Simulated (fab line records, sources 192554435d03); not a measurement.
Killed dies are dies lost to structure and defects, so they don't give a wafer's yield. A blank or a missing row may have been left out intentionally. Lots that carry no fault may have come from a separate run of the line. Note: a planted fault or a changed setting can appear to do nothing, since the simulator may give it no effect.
Matching of chambers || flow n5Finfet || aldSin-04 running N5_FIN_SAQP_SPACER1_ALD_24: 4 sister chambers
The step deposits SiO2, target thk 20.3 nm, pulse time 1 s, purge time 2 s. 8 wafers are shown with their chamber, then 10 later ones without.

## WAFERS WITH THEIR CHAMBER
{"wafer": "L084.6", "chamber": 3, "heaterPowerW (W)": 477, "precursorPulseHeightRel": 1.002}
{"wafer": "L085.5", "chamber": 1, "heaterPowerW (W)": 469, "precursorPulseHeightRel": 0.996}
{"wafer": "L085.6", "chamber": 0, "heaterPowerW (W)": 556, "precursorPulseHeightRel": 0.979}
{"wafer": "L087.1", "chamber": 2, "heaterPowerW (W)": 567, "precursorPulseHeightRel": 1.034}
{"wafer": "L087.3", "chamber": 1, "heaterPowerW (W)": 472, "precursorPulseHeightRel": 0.983}
{"wafer": "L087.5", "chamber": 3, "heaterPowerW (W)": 474, "precursorPulseHeightRel": 0.981}
{"wafer": "L090.3", "chamber": 0, "heaterPowerW (W)": 555, "precursorPulseHeightRel": 0.980}
{"wafer": "L090.5", "chamber": 2, "heaterPowerW (W)": 570, "precursorPulseHeightRel": 1.022}

## WAFERS WITHOUT THEIR CHAMBER
{"wafer": "L090.6", "heaterPowerW (W)": 470, "precursorPulseHeightRel": 1.003}
{"wafer": "L091.2", "heaterPowerW (W)": 548, "precursorPulseHeightRel": 0.991}
{"wafer": "L091.4", "heaterPowerW (W)": 466, "precursorPulseHeightRel": 0.994}
{"wafer": "L091.5", "heaterPowerW (W)": 570, "precursorPulseHeightRel": 0.970}
{"wafer": "L094.2", "heaterPowerW (W)": 560, "precursorPulseHeightRel": 1.003}
{"wafer": "L094.3", "heaterPowerW (W)": 473, "precursorPulseHeightRel": 1.013}
{"wafer": "L094.5", "heaterPowerW (W)": 582, "precursorPulseHeightRel": 1.014}
{"wafer": "L097.1", "heaterPowerW (W)": 546, "precursorPulseHeightRel": 0.988}
{"wafer": "L097.2", "heaterPowerW (W)": 477, "precursorPulseHeightRel": 0.980}
{"wafer": "L097.3", "heaterPowerW (W)": 475, "precursorPulseHeightRel": 0.992}

## WHICH CHAMBER EACH WENT THROUGH
{"wafer": "L090.6", "from the rows above": "can't be placed: 1 or 3", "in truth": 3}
{"wafer": "L091.2", "from the rows above": 0, "in truth": 0}
{"wafer": "L091.4", "from the rows above": 1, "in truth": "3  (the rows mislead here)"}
{"wafer": "L091.5", "from the rows above": "can't be placed: 2 or 0", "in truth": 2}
{"wafer": "L094.2", "from the rows above": "can't be placed: 0 or 2", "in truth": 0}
{"wafer": "L094.3", "from the rows above": "can't be placed: 3 or 1", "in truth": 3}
{"wafer": "L094.5", "from the rows above": 2, "in truth": 2}
{"wafer": "L097.1", "from the rows above": 0, "in truth": 0}
{"wafer": "L097.2", "from the rows above": 3, "in truth": 3}
{"wafer": "L097.3", "from the rows above": 3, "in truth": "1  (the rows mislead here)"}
4 of 10 placed correctly. Can't be placed from these rows: 4 (the true chamber is among the candidates in 4). Placed wrongly: 2.
How it was worked out, from the rows above alone: a wafer's distance from a chamber is the root of the sum, over the readings, of the square of ((its reading less the chamber's mean) divided by the reading's scatter). If the next closest chamber is less than 2 further off than the closest, the wafer can't be placed; otherwise it belongs to the closest. Each chamber's mean is taken over the wafers shown for it. The scatter: the root of (the sum of the squares of (reading less its chamber's mean) over the shown wafers, divided by (wafers less chambers)).
